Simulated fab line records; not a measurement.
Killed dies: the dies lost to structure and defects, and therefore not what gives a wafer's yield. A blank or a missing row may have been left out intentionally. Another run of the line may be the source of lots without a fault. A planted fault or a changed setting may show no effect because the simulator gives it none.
fab line records | flow nand-harc | part 1 of 2: steps 1 to 4 of 6
[record] lots = 22 wafers = 66 last-day = 34
route steps=1302 shown P_CONTACT@240 P_M1@312 A_CHANNEL_HOLE_D1@476 A_CHANNEL_FILL_D2@612 A_STAIRCASE@683
lots that met no fault: from a run of the same line without faults
start-h: the number of hours between the record's first day and the start of the first shown wafer of the lot | wait-h: how many hours have passed since the lot's step before this one | " the same as in the row above | L1.1+2: one row covering several wafers at once | - no value, or no start was given | * or withheld: withheld | < > ~ a bound
route shown NAME@n: a module of which the file shows steps, and the number in the route of the first | usual: the fault-free wafers' mean and standard deviation | same: alike in all rows | chamber/n: place in a boat | sites: readings site by site | _std_site: their standard deviation | _edge_site: the outer-site mean with the inner-site mean subtracted | radius-mm: for every site, how far away it sits from the centre of the wafer | mask NAME#n: copy n | behind: the last tool/chamber to shape the wafer | hold: what put the lot on hold/how long, in hours/how the hold closed | device: transistor that didn't switch, given as n, p or np | end of line: the route-end tests of the same wafers | a step without rows: its recipe alone | killed: dies that structure and defects cost at the first sort, which is not the same as the wafer's yield | map: the dies of a wafer, with x for killed, . for not killed, _ for no die there
set.NAME: the setting that was run; set.NAME@STEP: the one run at that earlier step | model.NAME: the simulator's own value behind a step, which no gauge read
route steps across a sampled set of lots; one table per step, one row per wafer
services: a tool's chamber out of use, with start hour (start-h, from the record's first day; less than 0 if before it), hours out, and reason
[[steps]]
[step NHARC_P_CONTACT_ETCH_31]
[recipe] target-depth-a = 300 time-s = 85.7 ion-energy-ev = 120 over-etch-frac = 1 ch3f-flow-sccm = 50 o2-flow-sccm = 30 ar-flow-sccm = 200 rf-w = 500 bias-w = 100 chemistry = CH3F/O2
[usual] drypump-motor-current-A = 5.8/0.4 o2-flow-sccm = 30.01/0.08 oes-product-au = 0.974/0.014 rf-vpp-V = 244.5/1.6 showerhead-plenum-p-Torr = 2.46/0.09 throttle-valve-pct = 20.663/0.0085
[same] over-etch-frac = 1
// columns lot.wafer tool chamber start-h wait-h drypump-motor-current-A o2-flow-sccm oes-product-au rf-hours-counter-h rf-vpp-V showerhead-plenum-p-Torr throttle-valve-pct
L074.2 rie-diel-09 2 - - 5.8 30.09 0.984 3.6 243.8 2.38 20.653
L074.4 " 3 " " 6.2 30.09 1.000 4.0 244.1 2.41 20.653
L074.3 " 1 " " 6.3 29.99 0.985 4.0 242.5 2.39 20.665
L075.2 rie-diel-09 2 - - 5.8 29.95 0.977 4.0 242.6 2.38 20.667
L075.1 " 0 " " 5.8 29.95 0.954 4.3 245.2 2.49 20.654
L075.5 " 2 " " 5.8 30.06 0.966 - 244.2 2.38 20.667
L076.2 rie-diel-11 1 - - 6.3 29.97 0.965 1.1 247.5 2.55 20.660
L076.3 " 3 " " 5.8 29.99 0.978 1.1 243.3 2.40 20.667
L076.5 " 1 " " 6.3 30.01 0.953 - 246.4 2.55 20.660
L077.3 rie-diel-09 2 - - 5.8 29.98 0.983 4.4 243.3 2.38 20.668
L077.4 " 3 " " 6.2 30.00 0.974 4.9 243.8 2.41 20.662
L077.5 " 2 " " 5.8 30.08 0.981 - 242.9 2.38 20.661
L078.4 rie-diel-09 2 - - 5.8 30.14 0.977 - 244.1 2.38 20.669
L078.6 " 0 " " 5.7 29.99 0.968 - 245.1 2.49 20.655
L078.5 " 1 " " 6.3 29.88 0.979 - 243.4 2.39 20.659
L079.2 rie-diel-11 0 - - 5.5 30.01 0.973 2.2 243.8 2.44 20.668
L079.4 " 1 " " 6.3 29.93 0.963 2.2 245.6 2.55 20.665
L079.1 " 2 " " 5.1 29.99 0.978 2.1 248.6 2.63 20.653
L080.3 rie-diel-09 0 - - 5.8 30.02 0.951 1.1 245.5 2.49 20.674
L080.4 " 1 " " 6.2 29.92 0.965 1.1 243.6 2.38 20.672
L080.6 " 3 " " 6.2 30.01 0.939 - 244.1 2.41 20.668
L081.2 rie-diel-08 0 - - 5.7 29.96 0.990 8.0 245.4 2.56 20.663
L081.1 " 2 " " 6.2 30.12 0.980 7.5 246.8 2.61 20.655
L081.5 " 2 " " 6.2 29.98 0.980 - 245.3 2.61 20.668
L082.3 rie-diel-11 0 - - 5.5 29.98 0.964 3.1 244.1 2.44 20.673
L082.4 " 1 " " 6.3 30.14 0.967 3.0 246.1 2.55 20.649
L082.2 " 2 " " 5.1 29.99 0.960 2.6 246.4 2.63 20.654
L083.2 rie-diel-08 0 - - 5.7 30.04 1.001 0.4 246.1 2.56 20.670
L083.3 " 2 " " 6.2 30.06 0.988 0.4 247.0 2.61 20.664
L083.6 " 0 " " 5.7 30.16 0.997 - 246.6 2.56 20.675
L084.3 rie-diel-08 0 - - 5.8 30.04 0.997 2.8 245.6 2.56 20.652
L084.1 " 3 " " 5.0 30.09 0.967 2.8 243.5 2.36 20.657
L084.6 " 2 " " 6.2 30.09 0.994 - 245.6 2.61 20.661
L085.3 rie-diel-09 0 - - 5.8 29.96 0.968 2.4 244.7 2.49 20.660
L085.1 " 1 " " 6.2 30.00 0.951 2.5 242.8 2.38 20.651
L085.6 " 3 " " 6.2 30.09 0.978 - 243.4 2.41 20.664
L086.4 rie-diel-11 2 - - 5.1 29.99 0.973 3.5 249.2 2.63 20.660
L086.5 " 1 " " 6.3 30.05 0.980 - 246.4 2.55 20.658
L086.6 " 2 " " 5.1 30.01 0.979 - 246.5 2.63 20.674
L087.2 rie-diel-09 2 - - 5.8 30.03 0.987 3.1 243.6 2.38 20.664
L087.3 " 3 " " 6.2 29.98 0.972 1.9 244.0 2.41 20.661
L087.4 " 1 " " 6.3 30.01 0.980 3.1 242.0 2.38 20.647
L088.3 rie-diel-11 0 - - 5.5 30.14 0.982 0.7 244.4 2.44 20.661
L088.2 " 1 " " 6.3 30.14 0.983 0.8 245.1 2.55 20.659
L088.5 " 2 " " 5.1 30.00 0.990 - 246.1 2.63 20.679
L090.4 rie-diel-09 0 - - 5.8 30.02 0.960 4.0 245.3 2.49 20.664
L090.1 " 2 " " 5.8 29.85 0.981 3.8 243.0 2.38 20.661
L090.5 " 0 " " 5.8 30.05 0.951 - 244.8 2.49 20.662
L091.1 rie-diel-09 0 - - 5.7 30.12 0.967 4.4 244.0 2.48 20.668
L091.3 " 2 " " 5.8 30.12 0.984 4.3 241.6 2.38 20.653
L091.5 " 0 " " 5.7 30.03 0.965 - 244.8 2.49 20.666
L092.3 rie-diel-11 0 - - 5.5 30.00 0.955 1.3 243.8 2.44 20.658
L092.1 " 1 " " 6.3 29.93 0.964 1.7 246.4 2.55 20.671
L092.5 " 3 " " 5.8 29.99 0.967 - 243.1 2.40 20.670
L093.3 rie-diel-09 0 - - 5.7 30.01 0.955 5.1 243.9 2.48 20.673
L093.4 " 1 " " 6.3 29.87 0.980 5.3 243.0 2.38 20.658
L093.5 " 3 " " 6.2 30.01 0.976 - 243.3 2.41 20.680
L094.4 rie-diel-08 0 - - 5.7 30.11 0.966 8.4 245.0 2.56 20.681
L094.2 " 1 " " 6.1 30.07 0.959 4.8 242.3 2.36 20.667
L094.3 " 2 " " 6.2 29.96 0.961 6.3 246.1 2.61 20.666
L096.3 rie-diel-11 0 - - 5.5 29.71 0.980 2.6 241.9 2.44 20.664
L096.1 " 3 " " 5.8 30.18 0.991 2.4 244.5 2.40 20.660
L096.6 " 0 " " 5.5 29.87 0.981 - 242.4 2.44 20.673
L097.4 rie-diel-09 2 - - 5.7 30.12 0.957 0.5 242.5 2.38 20.658
L097.3 " 0 " " 5.7 29.88 0.964 0.8 243.9 2.48 20.658
L097.5 " 3 " " 6.2 30.02 0.977 - 243.9 2.41 20.670
[step NHARC_P_M1_THK_MEAS_24]
[recipe] thk-meas-gauge = xrf
[usual] thk-nm = 157.8/1.4
// columns lot.wafer tool chamber start-h wait-h thk-nm
L074.2 film-metro-02 - 127.74 - 158.0
L074.3 " - " " 158.0
L074.4 " - " " 158.2
L075.1 film-metro-01 - 137.65 - 158.6
L075.2 " - " " 157.2
L075.5 " - " " 159.2
L076.2 film-metro-02 - 151.66 - 156.9
L076.3 " - " " 158.1
L076.5 " - " " 157.3
L077.3 film-metro-02 - 152.61 - 158.1
L077.4 " - " " 156.6
L077.5 " - " " 156.5
L078.4 film-metro-01 - 170.75 - 158.7
L078.5 " - " " 157.4
L078.6 " - " " 159.6
L079.1 film-metro-02 - 176.51 - 159.5
L079.2 " - " " 156.4
L079.4 " - " " 155.1
L080.3 film-metro-02 - 190.18 - 157.9
L080.4 " - " " 159.5
L080.6 " - " " 159.7
L081.1 film-metro-02 - 192.97 - 159.3
L081.2 " - " " 156.7
L081.5 " - " " 159.5
L082.2 film-metro-02 - 206.61 - 157.6
L082.3 " - " " 158.2
L082.4 " - " " 158.4
L083.2 film-metro-01 - 214.85 - 158.4
L083.3 " - " " 158.2
L083.6 " - " " 156.9
L084.1 film-metro-02 - 231.69 - 157.6
L084.3 " - " " 157.2
L084.6 " - " " 158.7
L085.1 film-metro-02 - 239.44 - 159.3
L085.3 " - " " 157.9
L085.6 " - " " 158.4
L086.4 film-metro-01 - 249.44 - 158.8
L086.5 " - " " 156.4
L086.6 " - " " 158.1
L087.2 film-metro-01 - 253.27 - 158.2
L087.3 " - " " 157.5
L087.4 " - " " 159.0
L088.2 film-metro-01 - 276.06 - 158.9
L088.3 " - " " 159.5
L088.5 " - " " 156.4
L090.1 film-metro-01 - 294.26 - 157.0
L090.4 " - " " 158.5
L090.5 " - " " 158.2
L091.1 film-metro-01 - 301.56 - 155.2
L091.3 " - " " 157.5
L091.5 " - " " 159.1
L092.1 film-metro-02 - 303.40 - 156.0
L092.3 " - " " 157.6
L092.5 " - " " 154.4
L093.3 film-metro-01 - 316.81 - 156.0
L093.4 " - " " 155.4
L093.5 " - " " 158.1
L094.2 film-metro-02 - 333.29 - 159.2
L094.3 " - " " 158.8
L094.4 " - " " 157.4
L096.1 film-metro-02 - 346.11 - 156.9
L096.3 " - " " 158.4
L096.6 " - " " 157.2
L097.3 film-metro-01 - 363.97 - 160.2
L097.4 " - " " 159.0
L097.5 " - " " 157.5
[step NHARC_A_CHANNEL_HOLE_D1_ETCH_24]
[recipe] bias-v = 5000 source-w = withheld pressure-mtorr = 20 time-s = 906.2 ar-flow-sccm = 375 c4f8-flow-sccm = 93.8 o2-flow-sccm = 31.2 temp-c = -20 target-depth-a = 15000 chemistry = C4F8/O2/Ar
[usual] drypump-motor-current-A = 6.1/0.36 o2-flow-sccm = 31.22/0.095 showerhead-plenum-p-Torr = 3.66/0.06 throttle-valve-pct = 32.236/0.0093
// columns lot.wafer tool chamber start-h wait-h drypump-motor-current-A o2-flow-sccm rf-hours-counter-h showerhead-plenum-p-Torr throttle-valve-pct
L074.2 har-etch-01 0 182.43 0.6 5.7 31.10 90 3.73 32.248
L074.4 " 0 " " 5.7 31.19 - 3.73 32.231
L074.3 " 1 " " 6.2 31.27 - 3.62 32.243
L075.2 har-etch-02 0 190.21 0.6 6.6 31.27 293 3.76 32.241
L075.1 " 1 " " 5.8 31.06 293 3.67 32.234
L075.5 " 1 " " 5.8 31.05 - 3.68 32.229
L076.2 har-etch-02 1 211.94 0.6 5.8 31.15 304 3.67 32.216
L076.3 " 0 " " 6.7 31.32 - 3.76 32.232
L076.5 " 0 " " 6.7 31.12 - 3.76 32.225
L077.4 har-etch-01 0 213.97 0.6 5.7 31.12 - 3.72 32.226
L077.3 " 1 " " 6.1 31.17 - 3.61 32.243
L077.5 " 0 " " 5.7 31.07 - 3.72 32.248
L079.2 har-etch-01 0 225.83 0.6 5.8 31.27 117 3.71 32.242
L079.1 " 1 " " 6.1 31.17 117 3.60 32.237
L079.4 " 0 " " 5.8 31.06 - 3.71 32.234
L078.4 har-etch-02 1 231.40 0.6 5.8 31.20 - 3.66 32.244
L078.6 " 1 " " 5.8 31.25 - 3.66 32.218
L078.5 " 0 " " 6.7 31.22 - 3.75 32.247
L081.1 har-etch-01 1 244.24 0.6 6.2 31.29 124 3.60 32.243
L081.2 " 0 " " 5.7 31.13 124 3.71 32.232
L081.5 " 1 " " 6.2 31.36 - 3.60 32.252
L080.4 har-etch-02 0 244.66 0.6 6.7 31.27 - 3.74 32.242
L080.3 " 1 " " 5.8 31.17 - 3.66 32.236
L080.6 " 1 " " 5.8 31.26 - 3.66 32.234
L082.2 har-etch-01 0 264.23 0.6 5.8 31.26 132 3.71 32.233
L082.3 " 1 " " 6.2 31.18 - 3.60 32.227
L082.4 " 0 " " 5.8 31.14 - 3.71 32.262
L083.2 har-etch-01 1 272.65 0.6 6.1 31.18 140 3.59 32.244
L083.3 " 1 " " 6.2 31.20 - 3.59 32.239
L083.6 " 0 " " 5.7 31.24 - 3.70 32.235
L084.1 har-etch-02 0 287.68 0.6 6.6 31.19 349 3.73 32.220
L084.3 " 1 " " 5.8 31.15 - 3.64 32.236
L084.6 " 0 " " 6.7 31.36 - 3.73 32.226
L085.1 har-etch-02 0 291.82 0.6 6.7 31.19 353 3.73 32.236
L085.3 " 0 " " 6.7 31.05 - 3.73 32.240
L085.6 " 0 " " 6.7 31.21 - 3.73 32.223
L086.4 har-etch-01 0 305.34 0.6 5.7 31.23 - 3.69 32.236
L086.5 " 1 " " 6.1 31.12 - 3.58 32.237
L086.6 " 0 " " 5.7 31.19 - 3.69 32.239
L087.2 har-etch-02 0 307.82 0.6 6.6 31.32 365 3.72 32.239
L087.3 " 0 " " 6.7 31.38 - 3.72 32.234
L087.4 " 1 " " 5.8 31.18 - 3.64 32.243
L088.2 har-etch-02 1 326.87 0.6 5.8 31.17 373 3.63 32.243
L088.3 " 0 " " 6.7 31.29 - 3.72 32.230
L088.5 " 1 " " 5.8 31.14 - 3.63 32.246
L090.1 har-etch-01 0 352.68 0.6 5.8 31.13 178 3.68 32.238
L090.4 " 1 " " 6.1 31.19 - 3.57 32.234
L090.5 " 0 " " 5.7 31.19 - 3.68 32.235
L091.1 har-etch-01 1 356.98 0.6 6.1 31.23 182 3.57 32.234
L091.3 " 1 " " 6.2 31.31 - 3.57 32.225
L091.5 " 0 " " 5.7 31.15 - 3.68 32.235
L092.1 har-etch-02 0 357.28 1.2 6.7 31.49 401 3.70 32.242
L092.3 " 0 " " 6.6 31.45 - 3.70 32.239
L092.5 " 0 " " 6.7 31.48 - 3.70 32.238
L093.4 har-etch-01 0 369.29 0.6 5.8 31.17 - 3.67 32.237
L093.3 " 1 " " 6.2 31.14 - 3.56 32.233
L093.5 " 0 " " 5.7 31.17 - 3.67 32.237
L094.2 har-etch-01 1 395.91 0.6 6.1 31.13 213 3.55 32.236
L094.3 " 1 " " 6.1 31.08 - 3.55 32.246
L094.4 " 0 " " 5.8 31.20 - 3.66 32.229
L096.1 har-etch-02 1 401.12 0.6 5.8 31.25 6 3.62 32.238
L096.3 " 0 " " 6.7 31.36 - 3.69 32.243
L096.6 " 0 " " 6.7 31.23 - 3.69 32.232
L097.4 har-etch-01 1 422.56 0.6 6.1 31.15 - 3.54 32.225
L097.3 " 0 " " 5.7 31.30 - 3.65 32.249
L097.5 " 1 " " 6.1 31.24 - 3.54 32.208
[step NHARC_A_CHANNEL_FILL_D2_ALD_02]
[recipe] target-thk-a = 60 pulse-time-s = 10 ald-cycles = 60 temp-c = 300 material = SiO2
[usual] heater-power-w = 481/46 precursor-pulse-height-rel = 1.002/0.021
// columns lot.wafer tool chamber start-h wait-h heater-power-w precursor-pulse-height-rel
L074.2 ald-hk-04 0 302.78 - 533 1.012
L074.3 " 2 " " 550 0.973
L074.4 " 3 " " 435 1.020
L075.2 ald-hk-03 0 305.41 - 462 1.031
L075.1 " 1 " " 418 1.034
L075.5 " 3 " " 455 1.002
L076.2 ald-hk-03 0 326.51 - 457 0.985
L076.3 " 1 " " 421 0.971
L076.5 " 2 " " 554 1.013
L077.4 ald-hk-03 2 344.32 - 540 1.008
L077.3 " 3 " " 459 1.002
L077.5 " 2 " " 546 0.983
L078.4 ald-hk-03 2 352.28 - 537 0.987
L078.5 " 2 " " 545 1.014
L078.6 " 3 " " 459 1.023
L079.4 ald-hk-03 2 354.74 - 528 1.004
L079.2 " 3 " " 452 1.007
L079.1 " 1 " " 411 1.002
L080.4 ald-hk-03 0 364.86 - 462 1.000
L080.3 " 1 " " 419 1.023
L080.6 " 0 " " 458 0.991
L081.1 ald-hk-04 2 367.33 - 555 1.055
L081.2 " 0 " " 520 0.990
L081.5 " 2 " " 562 0.978
L082.3 ald-hk-02 2 375.23 - 524 1.007
L082.4 " 3 " " 447 1.007
L082.2 " 1 " " 428 0.995
L083.2 ald-hk-03 3 386.40 - 467 1.017
L083.3 " 0 " " 454 1.007
L083.6 " 2 " " 553 0.964
L084.3 ald-hk-02 2 403.81 - 521 1.005
L084.1 " 0 " " 462 0.974
L084.6 " 2 " " 511 1.010
L085.1 ald-hk-02 0 413.65 - 458 1.030
L085.3 " 1 " " 431 0.997
L085.6 " 0 " " 457 0.999
L087.4 ald-hk-03 3 421.93 - 464 1.040
L087.3 " 1 " " 439 1.002
L087.2 " 2 " " 520 1.002
L086.4 ald-hk-02 1 423.81 - 408 0.998
L086.5 " 3 " " 434 1.046
L086.6 " 0 " " 474 1.008
L088.2 ald-hk-04 3 448.01 - 416 1.042
L088.3 " 2 " " 543 1.036
L088.5 " 0 " " 531 0.944
L090.1 ald-hk-04 3 468.77 - 411 1.015
L090.4 " 0 " " 521 1.031
L090.5 " 1 " " 502 1.001
L091.1 ald-hk-04 2 469.18 - 566 1.013
L091.3 " 0 " " 520 0.980
L091.5 " 2 " " 540 0.983
L092.3 ald-hk-02 0 476.10 - 454 1.008
L092.1 " 1 " " 421 0.968
L092.5 " 0 " " 470 1.022
L093.3 ald-hk-04 0 491.44 - 545 1.039
L093.4 " 1 " " 520 0.992
L093.5 " 3 " " 415 1.006
L094.2 ald-hk-03 3 510.37 - 456 0.983
L094.3 " 0 " " 441 0.975
L094.4 " 1 " " 431 0.990
L096.3 ald-hk-04 1 514.44 - 496 0.987
L096.1 " 2 " " 541 1.016
L096.6 " 1 " " 527 1.012
L097.3 ald-hk-04 3 531.05 - 421 0.989
L097.4 " 0 " " 536 0.997
L097.5 " 3 " " 426 1.015
